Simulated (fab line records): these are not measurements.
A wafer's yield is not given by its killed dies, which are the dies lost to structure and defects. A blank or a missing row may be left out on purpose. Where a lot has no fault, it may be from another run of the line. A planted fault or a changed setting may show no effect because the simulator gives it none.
Matching of chambers || flow n5Finfet || N5_MOL_CONTACT_COAG_ETCH_47 on rieDiel-03 has 4 sister chambers
The step etches SiNx in CH3F/O2, stops on W, target depth 27 nm. 27 wafers are shown with their chamber, then 12 later ones without.

== WAFERS WITH THEIR CHAMBER ==
{"wafer": "L075.1", "chamber": 3, "drypumpMotorCurrentA (A)": 5.7, "showerheadPlenumPTorr (Torr)": 1.95, "rfVppV (V)": 294}
{"wafer": "L075.4", "chamber": 2, "drypumpMotorCurrentA (A)": 5.6, "showerheadPlenumPTorr (Torr)": 1.94, "rfVppV (V)": 305}
{"wafer": "L075.6", "chamber": 0, "drypumpMotorCurrentA (A)": 5.1, "showerheadPlenumPTorr (Torr)": 2.10, "rfVppV (V)": 298}
{"wafer": "L077.2", "chamber": 0, "drypumpMotorCurrentA (A)": 5.2, "showerheadPlenumPTorr (Torr)": 2.10, "rfVppV (V)": 298}
{"wafer": "L077.3", "chamber": 3, "drypumpMotorCurrentA (A)": 5.7, "showerheadPlenumPTorr (Torr)": 1.95, "rfVppV (V)": 295}
{"wafer": "L077.4", "chamber": 2, "drypumpMotorCurrentA (A)": 5.6, "showerheadPlenumPTorr (Torr)": 1.94, "rfVppV (V)": 305}
{"wafer": "L079.2", "chamber": 2, "drypumpMotorCurrentA (A)": 5.6, "showerheadPlenumPTorr (Torr)": 1.94, "rfVppV (V)": 306}
{"wafer": "L079.3", "chamber": 1, "drypumpMotorCurrentA (A)": 6.3, "showerheadPlenumPTorr (Torr)": 2.04, "rfVppV (V)": 303}
{"wafer": "L079.5", "chamber": 2, "drypumpMotorCurrentA (A)": 5.6, "showerheadPlenumPTorr (Torr)": 1.94, "rfVppV (V)": 304}
{"wafer": "L085.3", "chamber": 1, "drypumpMotorCurrentA (A)": 6.3, "showerheadPlenumPTorr (Torr)": 2.03, "rfVppV (V)": 303}
{"wafer": "L085.5", "chamber": 2, "drypumpMotorCurrentA (A)": 5.6, "showerheadPlenumPTorr (Torr)": 1.93, "rfVppV (V)": 305}
{"wafer": "L085.6", "chamber": 1, "drypumpMotorCurrentA (A)": 6.3, "showerheadPlenumPTorr (Torr)": 2.03, "rfVppV (V)": 305}
{"wafer": "L086.1", "chamber": 1, "drypumpMotorCurrentA (A)": 6.3, "showerheadPlenumPTorr (Torr)": 2.03, "rfVppV (V)": 306}
{"wafer": "L086.4", "chamber": 3, "drypumpMotorCurrentA (A)": 5.7, "showerheadPlenumPTorr (Torr)": 1.94, "rfVppV (V)": 295}
{"wafer": "L086.5", "chamber": 0, "drypumpMotorCurrentA (A)": 5.2, "showerheadPlenumPTorr (Torr)": 2.09, "rfVppV (V)": 297}
{"wafer": "L088.3", "chamber": 1, "drypumpMotorCurrentA (A)": 6.3, "showerheadPlenumPTorr (Torr)": 2.03, "rfVppV (V)": 303}
{"wafer": "L088.5", "chamber": 0, "drypumpMotorCurrentA (A)": 5.2, "showerheadPlenumPTorr (Torr)": 2.09, "rfVppV (V)": 297}
{"wafer": "L088.6", "chamber": 3, "drypumpMotorCurrentA (A)": 5.7, "showerheadPlenumPTorr (Torr)": 1.94, "rfVppV (V)": 294}
{"wafer": "L090.1", "chamber": 2, "drypumpMotorCurrentA (A)": 5.6, "showerheadPlenumPTorr (Torr)": 1.93, "rfVppV (V)": 305}
{"wafer": "L090.3", "chamber": 3, "drypumpMotorCurrentA (A)": 5.7, "showerheadPlenumPTorr (Torr)": 1.94, "rfVppV (V)": 294}
{"wafer": "L090.6", "chamber": 1, "drypumpMotorCurrentA (A)": 6.2, "showerheadPlenumPTorr (Torr)": 2.03, "rfVppV (V)": 303}
{"wafer": "L091.1", "chamber": 3, "drypumpMotorCurrentA (A)": 5.7, "showerheadPlenumPTorr (Torr)": 1.94, "rfVppV (V)": 293}
{"wafer": "L091.4", "chamber": 0, "drypumpMotorCurrentA (A)": 5.1, "showerheadPlenumPTorr (Torr)": 2.09, "rfVppV (V)": 298}
{"wafer": "L091.6", "chamber": 0, "drypumpMotorCurrentA (A)": 5.1, "showerheadPlenumPTorr (Torr)": 2.09, "rfVppV (V)": 298}
{"wafer": "L092.2", "chamber": 0, "drypumpMotorCurrentA (A)": 5.1, "showerheadPlenumPTorr (Torr)": 2.09, "rfVppV (V)": 297}
{"wafer": "L092.3", "chamber": 1, "drypumpMotorCurrentA (A)": 6.3, "showerheadPlenumPTorr (Torr)": 2.03, "rfVppV (V)": 303}
{"wafer": "L092.6", "chamber": 1, "drypumpMotorCurrentA (A)": 6.2, "showerheadPlenumPTorr (Torr)": 2.03, "rfVppV (V)": 303}

SIGNATURES (means of the wafers above)
{"reading": "drypumpMotorCurrentA", "chamber 0": 5.143, "chamber 1": 6.275, "chamber 2": 5.600, "chamber 3": 5.700, "scatter within a chamber": 0.0374}
{"reading": "showerheadPlenumPTorr", "chamber 0": 2.0929, "chamber 1": 2.0312, "chamber 2": 1.9367, "chamber 3": 1.9433, "scatter within a chamber": 0.00465}
{"reading": "rfVppV", "chamber 0": 297.57, "chamber 1": 303.62, "chamber 2": 305.00, "chamber 3": 294.17, "scatter within a chamber": 0.845}
Rule: a wafer lies at a distance from a chamber equal to the root of the sum of squares, over the readings, of (its reading less the chamber's mean, divided by the reading's scatter). If the next closest chamber is less than 2 further off than the closest, the wafer can't be placed; otherwise it belongs to the closest. How the scatter is found: for the shown wafers, subtract from each reading the mean of its chamber, square and add these, divide the total by (wafers less chambers), then take the root.

== WAFERS WITHOUT THEIR CHAMBER ==
{"wafer": "L093.1", "drypumpMotorCurrentA (A)": 6.3, "showerheadPlenumPTorr (Torr)": 2.03, "rfVppV (V)": 304}
{"wafer": "L093.3", "drypumpMotorCurrentA (A)": 5.7, "showerheadPlenumPTorr (Torr)": 1.94, "rfVppV (V)": 293}
{"wafer": "L093.5", "drypumpMotorCurrentA (A)": 5.6, "showerheadPlenumPTorr (Torr)": 1.93, "rfVppV (V)": 305}
{"wafer": "L094.3", "drypumpMotorCurrentA (A)": 6.3, "showerheadPlenumPTorr (Torr)": 2.03, "rfVppV (V)": 303}
{"wafer": "L094.5", "drypumpMotorCurrentA (A)": 5.6, "showerheadPlenumPTorr (Torr)": 1.93, "rfVppV (V)": 305}
{"wafer": "L094.6", "drypumpMotorCurrentA (A)": 5.7, "showerheadPlenumPTorr (Torr)": 1.94, "rfVppV (V)": 295}
{"wafer": "L095.2", "drypumpMotorCurrentA (A)": 5.6, "showerheadPlenumPTorr (Torr)": 1.93, "rfVppV (V)": 305}
{"wafer": "L095.4", "drypumpMotorCurrentA (A)": 5.2, "showerheadPlenumPTorr (Torr)": 2.09, "rfVppV (V)": 298}
{"wafer": "L095.5", "drypumpMotorCurrentA (A)": 5.2, "showerheadPlenumPTorr (Torr)": 2.09, "rfVppV (V)": 296}
{"wafer": "L097.1", "drypumpMotorCurrentA (A)": 5.6, "showerheadPlenumPTorr (Torr)": 1.93, "rfVppV (V)": 302}
{"wafer": "L097.3", "drypumpMotorCurrentA (A)": 6.3, "showerheadPlenumPTorr (Torr)": 2.02, "rfVppV (V)": 302}
{"wafer": "L097.4", "drypumpMotorCurrentA (A)": 5.1, "showerheadPlenumPTorr (Torr)": 2.08, "rfVppV (V)": 299}

== WHICH CHAMBER EACH WENT THROUGH ==
{"wafer": "L093.1", "from the rows above": 1, "in truth": 1}
{"wafer": "L093.3", "from the rows above": 3, "in truth": 3}
{"wafer": "L093.5", "from the rows above": 2, "in truth": 2}
{"wafer": "L094.3", "from the rows above": 1, "in truth": 1}
{"wafer": "L094.5", "from the rows above": 2, "in truth": 2}
{"wafer": "L094.6", "from the rows above": 3, "in truth": 3}
{"wafer": "L095.2", "from the rows above": 2, "in truth": 2}
{"wafer": "L095.4", "from the rows above": 0, "in truth": 0}
{"wafer": "L095.5", "from the rows above": 0, "in truth": 0}
{"wafer": "L097.1", "from the rows above": 2, "in truth": 2}
{"wafer": "L097.3", "from the rows above": 1, "in truth": 1}
{"wafer": "L097.4", "from the rows above": 0, "in truth": 0}
Correctly placed: 12 of 12. From these rows, 0 cannot be placed. Placed wrongly: 0.
